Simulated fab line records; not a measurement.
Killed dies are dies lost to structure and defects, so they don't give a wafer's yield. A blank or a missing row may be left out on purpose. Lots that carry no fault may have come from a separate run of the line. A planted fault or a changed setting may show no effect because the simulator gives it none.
A lot that was struck, set against a sound lot    flow nandHarc    15 out of 1159 route steps
Sound: wafers L922.1, L922.3, L922.6. Struck: wafer L929.5. (L929.2, L929.6 of the same lot were not struck and are left out.) The cause comes at the end.
Each step with rows lists, per side, the tool, then ch with its chambers, then its first start. Under that, the readings that differ: sound wafers    struck wafers    difference of the means    sigmas: that difference in standard deviations of wafers without a fault.
alike: readings whose means differ by less than 2 such deviations, and words and numbers that are the same on both sides. not compared: withheld readings, readings that some wafer has no value for, bounds like >300 that may hide the same value, and numbers for which the record gives no deviation and whose values overlap.
The two part at a step that has a row with sigmas, a row that says differs or no value, or rows on one side only. Numbers that don't overlap but have no deviation are shown without sigmas and don't part them. A reading that every wafer of one side lacks parts them only if that side has two wafers or more.

first, 7 steps without rows for these wafers: NHARC_A_SLIT_HMDS_02 (time 30 s); NHARC_A_SLIT_COAT_03 (resist thk 90 nm); NHARC_A_SLIT_SOFTBAKE_04 (time 55 s); NHARC_A_SLIT_EBR_05; NHARC_A_SLIT_EXPOSE_06 (exposes mask SLIT); NHARC_A_SLIT_PEB_07 (peb time 65 s); NHARC_A_SLIT_DEVELOP_08 (develop time 35 s).
NHARC_A_SLIT_CD_MEAS_09 targets a cd of 300 nm.
  sound on cdSem-02 ch 0, day 15 15:35; struck on cdSem-02 ch 0, day 17 18:46
  alike: cdNm
NHARC_A_SLIT_OVL_MEAS_10:
  sound on overlay-01 at day 15 15:40; struck on overlay-02 at day 17 18:51
reading          sound        struck  difference  sigmas
overlayXNm (nm)  1.7 1.1 1.8  -0.3    -1.8        -2
  alike: overlayYNm
NHARC_A_SLIT_INSPECT_11:
  sound on defectInspect-01 at day 15 15:43; struck on defectInspect-02 at day 17 18:53
  alike: rawDefectCount
NHARC_A_SLIT_DESCUM_14: chemistry O2, time 3 s.
  sound on rieDiel-12 ch 2,3, day 15 15:47; struck on rieDiel-13 ch 1, day 17 18:56
  alike: drypumpMotorCurrentA, oesProductAu, rfVppV, showerheadPlenumPTorr, throttleValvePct
  not compared: rfHoursCounterH
NHARC_A_SLIT_ETCH_24: etches the open film in CF4/CHF3, target depth 121 nm, time 60.5 s.
  sound on rieDiel-12 ch 0,3, day 15 15:55; struck on rieDiel-13 ch 1, day 17 19:02
  alike: drypumpMotorCurrentA, oesProductAu, rfVppV, showerheadPlenumPTorr, throttleValvePct
  not compared: rfHoursCounterH
NHARC_A_SLIT_ETCH_15: etches the open film in O2/COS, target depth 3200 nm, time 832 s.
  sound on rieDiel-12 ch 0,3, day 15 16:10; struck on rieDiel-13 ch 0, day 17 19:11
reading                       sound              struck  difference  sigmas
oesProductAu (a.u.)           0.998 1.005 1.009  0.833   -0.171      -20
showerheadPlenumPTorr (Torr)  2.99 3.33 3.33     2.94    -0.28       -2
  alike: drypumpMotorCurrentA, rfVppV, throttleValvePct
  not compared: rfHoursCounterH
NHARC_A_SLIT_ETCH_17: etches the open film in C4F8/O2/Ar, time 1687.5 s, target depth 10100 nm.
  sound on harEtch-02 ch 0,1, day 15 20:44; struck on harEtch-02 ch 1, day 17 21:26
reading               sound                 struck  difference  sigmas
throttleValvePct (%)  32.053 32.045 32.046  32.071  +0.023      +2
  alike: drypumpMotorCurrentA, escClampCurrentUA, showerheadPlenumPTorr
  not compared: rfHoursCounterH
-- jump in the record: it breaks off in module A_SLIT and resumes in module END (first step shown: number 1159 of the route), and 5 days separate the struck wafers' starts before and after --
NHARC_END_SORT_01:
  sound on prober-02 ch 0, day 20 23:36; struck on prober-02 ch 0, day 22 14:43
reading        sound     struck  difference  sigmas
killedAtArray  32 40 46  674     +635        +58
killedDies     36 43 50  677     +634        +58
  alike: killedAtOther, killedAtPeriphery, killedOpen, killedShort

## WHERE THEY PART
Last at NHARC_END_SORT_01 as far as this record goes, first at NHARC_A_SLIT_OVL_MEAS_10.

WHY: what had been put in by the simulator
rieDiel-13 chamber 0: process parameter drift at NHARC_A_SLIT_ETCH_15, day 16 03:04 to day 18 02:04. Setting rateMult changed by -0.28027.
